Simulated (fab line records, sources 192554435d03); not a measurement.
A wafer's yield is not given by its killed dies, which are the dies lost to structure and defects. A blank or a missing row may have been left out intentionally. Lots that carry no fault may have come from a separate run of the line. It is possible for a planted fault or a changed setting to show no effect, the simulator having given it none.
Split-lot study | flow n5 finfet | 7 lots, 21 wafers read, on a route of 1938 steps

## THE SPLIT ITSELF
At N5_BEOL_M14_PEB_26 (peb time 90 s), the setting peb temp c was moved away from the recipe's 130 C on 6 of the 21 wafers read, by -2.1% to +0.8%. All remaining wafers had this setting at the recipe value.

## FROM THE SPLIT TO THE READING: what the file shows between them, 2 steps
- N5_BEOL_M14_DEVELOP_27: develop time 45 s
- N5_BEOL_M14_HARDBAKE_32: time 120 s

## THE READING
Shown in nm: cd nm at N5_BEOL_M14_CD_MEAS_28, with target cd 284.4 nm. Fault-free wafers of this fab line usually give 284.3 nm, standard deviation 1.4 nm.

wafer  | tool, chamber at the split | peb temp c as run, C | against the recipe | cd nm, nm | against lot-mates on the recipe
L074.1 | litho track-04, 0          | 130                  | recipe             | 286.7     | -
L074.3 | litho track-04, 0          | 131.1                | +0.8%              | 291.4     | +5.4
L074.5 | litho track-04, 0          | 130                  | recipe             | 285.2     | -
L075.1 | litho track-02, 0          | 130                  | recipe             | 281.7     | -
L075.3 | litho track-02, 0          | 130                  | recipe             | 283.4     | -
L075.6 | litho track-02, 0          | 130                  | recipe             | 283.0     | -
L076.3 | litho track-04, 0          | 130                  | recipe             | 285.2     | -
L076.5 | litho track-04, 0          | 130                  | recipe             | 282.9     | -
L076.6 | litho track-04, 0          | 130                  | recipe             | 284.9     | -
L079.1 | litho track-04, 0          | 128.8                | -0.9%              | 280.4     | no lot-mate on the recipe
L079.5 | litho track-04, 0          | 128.8                | -0.9%              | 279.3     | no lot-mate on the recipe
L079.6 | litho track-04, 0          | 128.8                | -0.9%              | 280.7     | no lot-mate on the recipe
L091.1 | litho track-01, 0          | 127.3                | -2.1%              | 268.0     | -16.6
L091.3 | litho track-01, 0          | 127.3                | -2.1%              | 269.6     | -15.0
L091.5 | litho track-01, 0          | 130                  | recipe             | 284.6     | -
L089.2 | litho track-01, 0          | 130                  | recipe             | 281.9     | -
L089.4 | litho track-01, 0          | 130                  | recipe             | 283.3     | -
L089.5 | litho track-01, 0          | 130                  | recipe             | 282.4     | -
L096.2 | litho track-02, 0          | 130                  | recipe             | 283.7     | -
L096.3 | litho track-02, 0          | 130                  | recipe             | 283.7     | -
L096.5 | litho track-02, 0          | 130                  | recipe             | 285.0     | -

THE FIT
A straight line over all 21 wafers: cd nm changes by +6.84 nm for each +1% of peb temp c; r = +0.95; the points scatter about the line by 1.7 nm.
The same after taking each lot's own level away (the mean of its wafers on the recipe; 18 wafers): +7.49 nm for each +1%; r = +0.99; scatter 0.79 nm.
That fit puts the effect of the largest move of peb temp c on the reading at 16 nm.
From 282.53 to 285.95 nm: that is the span of the lots' own levels, equal to 2.4 times the standard deviation above.
The two slopes agree, so the slope changes little with the lot-to-lot level.
Check: with one of the wafers moved furthest among these (-2.1%) left out of the fit, the line predicts -14.8 nm for it against its lot-mates. It came out at -16.6 nm against them.

## OTHER SPLITS APPLIED TO THESE WAFERS
Other splits were also applied to these wafers ahead of the reading. Each is held against what the fit with the lots' levels taken away leaves over:
other split on the same wafers | wafers away from the commonest value | r with cd nm (lot level and that fit taken away)
N5_BEOL_M14_COAT_66 spin rpm   | 7                                    | -0.33

## THE WHOLE CHAIN: every reading that the file lists as answering this split, in the file's order
step                   | what it does                                           | reading                                                         | change (the file's fit)              | r (the file's)
N5_BEOL_M14_CD_MEAS_28 | target cd 284.4 nm                                     | cd nm                                                           | +7.44 nm for each +1% of the setting | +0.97
N5_BEOL_M14_DESCUM_33  | chemistry O2, time 7.9 s                               | BEOL_M14.cd nm (the simulator's own value, which no gauge read) | +7.55 nm for each +1% of the setting | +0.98
N5_BEOL_M14_ETCH_67    | etches SiARC in CF4, target depth 143 nm, time 238.3 s | BEOL_M14.cd nm (the simulator's own value, which no gauge read) | +7.41 nm for each +1% of the setting | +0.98
N5_BEOL_M14_ETCH_68    | etches SOC in N2/H2, time 450 s                        | BEOL_M14.cd nm (the simulator's own value, which no gauge read) | +7.22 nm for each +1% of the setting | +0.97

## FILE'S OWN FIT
cd nm changes by +7.44 nm for each +1% of peb temp c, r = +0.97.
